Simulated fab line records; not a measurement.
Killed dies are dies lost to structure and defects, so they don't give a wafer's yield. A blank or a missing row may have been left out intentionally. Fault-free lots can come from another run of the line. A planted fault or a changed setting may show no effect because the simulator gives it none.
Matching of chambers	flow nand-harc	4 sister chambers for NHARC_A_CHANNEL_FILL_D1_ALD_16 on ald-hk-01
The step deposits SiO2, target thk 1.5 nm, pulse time 10 s, ald cycles 15. 8 wafers are shown with their chamber, then 7 later ones without.

WAFERS, EACH WITH ITS CHAMBER
wafer	chamber	heater-power-w (W)	precursor-pulse-height-rel
L075.4	0	628	1.006
L075.5	3	540	1.010
L077.4	0	622	0.962
L077.5	1	534	1.008
L086.5	3	521	0.997
L086.6	2	470	1.020
L088.2	2	460	1.001
L088.3	1	554	1.004

WAFERS WHOSE CHAMBER IS MISSING
wafer	heater-power-w (W)	precursor-pulse-height-rel
L088.6	527	0.979
L092.1	534	1.018
L092.3	631	1.004
L092.5	556	0.986
L094.1	616	1.021
L094.2	538	1.017
L094.3	462	0.959

THE CHAMBER EACH PASSED THROUGH
wafer	from the rows above	in truth
L088.6	can't be placed: 3 or 1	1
L092.1	can't be placed: 3 or 1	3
L092.3	0	0
L092.5	can't be placed: 1 or 3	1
L094.1	0	0
L094.2	can't be placed: 1 or 3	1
L094.3	2	2
Placed correctly: 3 of 7. Can't be placed from these rows: 4 (the true chamber is among the candidates in 4). Wrongly placed: 0.
How it was worked out, from the rows above alone: a wafer's distance from a chamber is the root of the sum, over the readings, of the square of ((its reading less the chamber's mean) divided by the reading's scatter). If the next closest chamber is less than 2 further off than the closest, the wafer can't be placed; otherwise it belongs to the closest. A chamber's mean is the mean of its shown wafers. The scatter: the root of (the sum of the squares of (reading less its chamber's mean) over the shown wafers, divided by (wafers less chambers)).
